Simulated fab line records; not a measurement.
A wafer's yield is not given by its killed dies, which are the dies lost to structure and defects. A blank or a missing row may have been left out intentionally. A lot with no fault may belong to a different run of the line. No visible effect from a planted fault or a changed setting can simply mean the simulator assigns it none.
fab line records    flow n5-finfet    part 2 of 2: steps 16 to 16 of 16
[record] lots = 7  wafers = 19  last-day = 17
route steps=1938 shown MOL_CONTACT_COAG@574 BEOL_M4@1111 PASSIVATION@1936
lots with no fault: from the same line, run without faults
start-h: the number of hours between the record's first day and the start of the first shown wafer of the lot    wait-h: hours from the lot's prior step to this one    " same as the row above    L1.1+2: a row that stands for several wafers    - either no value or no given start    * or withheld: withheld    < > ~ a bound
route shown NAME@n: a module of which the file shows steps, and the number in the route of the first    usual: average and standard deviation across the fault-free wafers    same: alike in all rows    chamber/n: place in a boat    sites: per-site readings    _std_site: standard deviation of those values    _edge_site: inner sites' mean taken away from outer sites' mean    radius-mm: for every site, how far away it sits from the centre of the wafer    mask NAME#n: copy n    behind: the most recent tool/chamber to have shaped the wafer    hold: why the lot was held/for how many hours/how that ended    device: names the non-switching transistor (n, p or np)    end of line: the same wafers' tests at the end of the route    where a step has no rows: the recipe by itself    killed: not the wafer's yield, but the dies lost to structure and defects at the first sort    map: a wafer's dies, x killed, . not, _ none there
set.NAME: the run value of the setting; set.NAME@STEP: its run value at that earlier step    model.NAME: the simulator's own value behind a step, which no gauge read
lots at some steps of the route; a table a step, a row a wafer
services: from which hour (start-h, from the record's first day; less than 0 if before it) a tool's chamber was out of use, for how many hours, and why
[[steps]]
[step N5_PASSIVATION_PROBE_49]
[usual] defect-limited-yield = 91.7/1.2  killed_at_M0_to_M3 = 33/9.5  killed_at_M4_up = 13/4.9  killed-at-contacts = 13/6.6  killed-at-front-end = 36/11  killed-at-other = 3.0/2.6  killed-dies = 97/14  killed-on-rim = 13/3.8  killed-open = 65/11  killed-short = 31/6.6  sort_bin_5_function = 4.8/0.82  sort_bin_6_memory = 3.1/0.58  sort-n-pass = 1083/14  sort-yield-pct = 91.7/1.2
[same] gross-dies = 1180  killed-at-back-side = 0  sort_bin_4_leakage[%] = 0  sort_bin_8_speed[%] = 0
lot.wafer  tool       chamber  start-h  wait-h  defect-limited-yield[%]  killed_at_M0_to_M3  killed_at_M4_up  killed-at-contacts  killed-at-front-end  killed-at-other  killed-dies  killed-on-rim  killed-open  killed-short  sort_bin_5_function[%]  sort_bin_6_memory[%]  sort-n-pass  sort-yield-pct[%]
L604.2     prober-01  -        277.84   0.1     91.8                     55                  17               6                   17                   2                97           16             58           37            4.7                     3.1                   1083         91.8
L604.4     prober-01  -        277.94   0.2     92.6                     35                  16               9                   27                   0                87           12             56           29            4.6                     2.6                   1093         92.6
L604.6     prober-01  -        278.04   0.3     92.5                     23                  16               28                  21                   1                89           18             59           27            4.2                     3.1                   1091         92.5
L607.1     prober-01  -        288.97   0.0     92.9                     32                  13               2                   32                   5                84           12             52           31            3.9                     3.1                   1096         92.9
L607.3     prober-01  -        289.07   0.1     90.2                     22                  17               8                   63                   6                116          14             85           30            5.2                     4.4                   1064         90.2
L607.6     prober-01  -        289.22   0.3     92.9                     18                  21               11                  31                   3                84           12             61           21            4.1                     2.8                   1096         92.9
L613.1     prober-02  -        337.06   0.0     92.5                     11                  15               26                  35                   2                89           11             59           30            4.8                     2.4                   1091         92.5
L613.6     prober-02  -        337.31   0.3     93.3                     20                  15               15                  27                   2                79           11             54           25            3.8                     2.6                   1101         93.3
L617.1     prober-02  -        345.11   0.0     93.2                     30                  7                10                  28                   5                80           11             61           17            3.6                     2.9                   1100         93.2
L617.5     prober-02  -        345.31   0.2     93.0                     24                  10               6                   41                   2                83           6              64           18            3.8                     3.0                   1097         93.0
L619.1     prober-02  -        368.02   0.0     89.3                     39                  14               25                  40                   8                126          13             90           36            6.2                     4.2                   1054         89.3
L619.5     prober-02  -        368.22   0.2     92.2                     34                  17               19                  20                   2                92           17             63           28            4.1                     3.6                   1088         92.2
L619.6     prober-02  -        368.27   0.3     93.1                     28                  8                18                  27                   0                81           9              53           28            3.6                     2.9                   1099         93.1
L621.3     prober-02  -        378.86   0.1     92.5                     40                  5                15                  27                   1                88           7              55           33            4.6                     2.8                   1092         92.5
L621.4     prober-02  -        378.91   0.2     90.6                     35                  12               17                  42                   5                111          13             67           43            6.0                     3.1                   1069         90.6
L621.5     prober-02  -        378.96   0.2     94.3                     22                  8                8                   27                   2                67           7              46           20            3.2                     2.2                   1113         94.3
L624.1     prober-02  -        417.23   0.0     91.6                     28                  18               6                   42                   5                99           15             62           36            4.7                     3.2                   1081         91.6
L624.3     prober-02  -        417.33   0.1     91.8                     24                  22               12                  39                   0                97           11             63           34            4.8                     3.1                   1083         91.8
L624.4     prober-02  -        417.38   0.2     91.4                     37                  16               8                   38                   2                101          12             73           28            4.5                     3.7                   1079         91.4
// killed by level:class
L604.2 BEOL_M2:geometric-particle:open=16 BEOL_M1:geometric-particle:open=8 BEOL_M0_SAQP:geometric-particle:open=5 MOL_CONTACT_COAG:geometric-particle:open=5 BEOL_M0_SAQP:geometric-particle:short=5 BEOL_M2:geometric-particle:short=5 BEOL_M3:geometric-particle:open=5 BEOL_M3:geometric-particle:short=5
L604.4 BEOL_M2:geometric-particle:open=10 DUMMY_GATE:geometric-particle:open=8 BEOL_M4:geometric-particle:open=7 MOL_CONTACT_COAG:geometric-particle:open=6 BEOL_M0_SAQP:geometric-particle:short=5 BEOL_M1:geometric-particle:open=5 BEOL_M2:geometric-particle:short=5 BEOL_M3:geometric-particle:open=4
L604.6 MOL_CONTACT_COAG:geometric-particle:open=20 MOL_CONTACT_COAG:geometric-particle:short=8 BEOL_M4:geometric-particle:open=7 STI_FIN_REVEAL:geometric-particle:open=6 BEOL_M0_SAQP:geometric-particle:open=5 BEOL_M2:geometric-particle:open=5 BEOL_M2:geometric-particle:short=4 FIN_SAQP:geometric-particle:short=3
L607.1 FIN_SAQP:geometric-particle:open=8 BEOL_M0_SAQP:geometric-particle:open=8 BEOL_M3:geometric-particle:open=7 FIN_SAQP:geometric-particle:short=6 BEOL_M4:geometric-particle:open=5 BEOL_M2:geometric-particle:open=4 ILD0:geometric-particle:open=3 GATE_CUT:geometric-particle:open=3
L607.3 FIN_SAQP:geometric-particle:open=31 FIN_SAQP:geometric-particle:short=10 BEOL_M4:geometric-particle:open=9 BEOL_M2:geometric-particle:open=8 DUMMY_GATE:geometric-particle:open=6 MOL_CONTACT_COAG:geometric-particle:open=6 BEOL_M5:geometric-particle:open=5 BEOL_M3:geometric-particle:open=4
L607.6 BEOL_M4:geometric-particle:open=11 FIN_SAQP:geometric-particle:open=10 MOL_CONTACT_COAG:geometric-particle:open=8 BEOL_M2:geometric-particle:open=8 FIN_SAQP:geometric-particle:short=6 BEOL_M1:geometric-particle:open=5 GATE_CUT:geometric-particle:open=3 BEOL_M7:geometric-particle:open=3
L613.1 MOL_CONTACT_COAG:geometric-particle:open=22 FIN_SAQP:geometric-particle:open=9 GATE_CUT:geometric-particle:short=6 BEOL_M4:geometric-particle:open=6 FIN_SAQP:geometric-particle:short=4 DUMMY_GATE:geometric-particle:open=4 MOL_CONTACT_COAG:geometric-particle:short=4 STI_FIN_REVEAL:geometric-particle:open=3
L613.6 BEOL_M4:geometric-particle:open=12 MOL_CONTACT_COAG:geometric-particle:open=11 BEOL_M1:geometric-particle:open=6 FIN_SAQP:geometric-particle:open=4 DUMMY_GATE:geometric-particle:short=4 DUMMY_GATE:geometric-particle:open=4 MOL_CONTACT_COAG:geometric-particle:short=4 BEOL_M0_SAQP:geometric-particle:short=4
L617.1 STI_FIN_REVEAL:geometric-particle:open=12 MOL_CONTACT_COAG:geometric-particle:open=10 BEOL_M0_SAQP:geometric-particle:open=7 BEOL_M2:geometric-particle:open=7 BEOL_M0_SAQP:geometric-particle:short=5 BEOL_M1:geometric-particle:open=5 BEOL_M0:geometric-particle:open=4 GATE_CUT:geometric-particle:short=3
L617.5 STI_FIN_REVEAL:geometric-particle:open=22 BEOL_M4:geometric-particle:open=6 BEOL_M0_SAQP:geometric-particle:open=6 BEOL_M2:geometric-particle:open=6 BEOL_M3:geometric-particle:open=5 MOL_CONTACT_COAG:geometric-particle:open=5 FIN_SAQP:geometric-particle:short=4 STI_FIN_REVEAL:geometric-particle:short=3
L619.1 MOL_CONTACT_COAG:geometric-particle:open=19 FIN_SAQP:geometric-particle:open=17 BEOL_M1:geometric-particle:open=12 BEOL_M0_SAQP:geometric-particle:open=10 STI_FIN_REVEAL:geometric-particle:open=8 BEOL_M4:geometric-particle:open=8 FIN_SAQP:geometric-particle:short=6 MOL_CONTACT_COAG:geometric-particle:short=6
L619.5 MOL_CONTACT_COAG:geometric-particle:open=14 BEOL_M4:geometric-particle:open=7 BEOL_M2:geometric-particle:open=6 DUMMY_GATE:geometric-particle:open=6 BEOL_M0_SAQP:geometric-particle:open=6 BEOL_M1:geometric-particle:open=6 MOL_CONTACT_COAG:geometric-particle:short=5 BEOL_M2:geometric-particle:short=5
L619.6 MOL_CONTACT_COAG:geometric-particle:open=14 STI_FIN_REVEAL:geometric-particle:open=7 BEOL_M0_SAQP:geometric-particle:short=6 BEOL_M0_SAQP:geometric-particle:open=6 BEOL_M2:geometric-particle:open=5 FIN_SAQP:geometric-particle:open=4 MOL_CONTACT_COAG:geometric-particle:short=4 FIN_SAQP:geometric-particle:short=3
L621.3 BEOL_M0_SAQP:geometric-particle:open=12 MOL_CONTACT_COAG:geometric-particle:open=10 BEOL_M0_SAQP:geometric-particle:short=9 BEOL_M1:geometric-particle:open=8 FIN_SAQP:geometric-particle:open=6 FIN_SAQP:geometric-particle:short=5 MOL_CONTACT_COAG:geometric-particle:short=5 SPACER0:geometric-particle:open=3
L621.4 MOL_CONTACT_COAG:geometric-particle:open=15 FIN_SAQP:geometric-particle:short=9 BEOL_M2:geometric-particle:open=9 BEOL_M0_SAQP:geometric-particle:open=7 BEOL_M0_SAQP:geometric-particle:short=6 BEOL_M1:geometric-particle:open=6 FIN_SAQP:geometric-particle:open=5 GATE_CUT:geometric-particle:short=5
L621.5 FIN_SAQP:geometric-particle:open=9 FIN_SAQP:geometric-particle:short=7 MOL_CONTACT_COAG:geometric-particle:open=6 BEOL_M0_SAQP:geometric-particle:open=6 BEOL_M3:geometric-particle:open=6 STI_FIN_REVEAL:geometric-particle:open=4 BEOL_M0_SAQP:geometric-particle:short=4 BEOL_M4:geometric-particle:open=3
L624.1 FIN_SAQP:geometric-particle:short=11 BEOL_M4:geometric-particle:open=11 STI_FIN_REVEAL:geometric-particle:open=8 DUMMY_GATE:geometric-particle:open=7 BEOL_M0_SAQP:geometric-particle:open=6 FIN_SAQP:geometric-particle:open=5 MOL_CONTACT_COAG:geometric-particle:open=5 STARTING-WAFER:geometric-particle:short=4
L624.3 BEOL_M4:geometric-particle:open=11 MOL_CONTACT_COAG:geometric-particle:open=9 STI_FIN_REVEAL:geometric-particle:open=8 STARTING-WAFER:geometric-particle:open=8 FIN_SAQP:geometric-particle:short=7 BEOL_M4:geometric-particle:short=7 BEOL_M0_SAQP:geometric-particle:short=5 DUMMY_GATE:geometric-particle:open=4
L624.4 STI_FIN_REVEAL:geometric-particle:open=14 BEOL_M3:geometric-particle:open=13 BEOL_M4:geometric-particle:open=10 MOL_CONTACT_COAG:geometric-particle:open=6 BEOL_M1:geometric-particle:open=6 STI_FIN_REVEAL:geometric-particle:short=4 DUMMY_GATE:geometric-particle:open=4 BEOL_M0_SAQP:geometric-particle:open=4
[[services]]
tool         chamber  start-h  hours  kind
rie-diel-01  0        95.75    14.8   repair
rie-diel-03  3        138.36   7.2    repair
rie-diel-01  2        158.25   -      clean
rie-diel-01  2        158.25   -      consumable-replace:focus-ring
rie-diel-01  2        158.25   -      consumable-replace:showerhead
rie-diel-01  2        158.25   18.8   scheduled-down
rie-diel-01  2        158.25   18.8   vent-cycle
rie-diel-04  3        166.36   -      clean
rie-diel-04  3        166.36   -      consumable-replace:esc
rie-diel-04  3        166.36   -      consumable-replace:focus-ring
rie-diel-04  3        166.36   32.4   scheduled-down
rie-diel-04  3        166.36   32.4   vent-cycle
rie-diel-01  2        182.58   1.8    repair
rie-diel-04  0        199.48   -      clean
rie-diel-04  0        199.48   -      consumable-replace:focus-ring
rie-diel-04  0        199.48   23.8   scheduled-down
rie-diel-04  0        199.48   23.8   vent-cycle
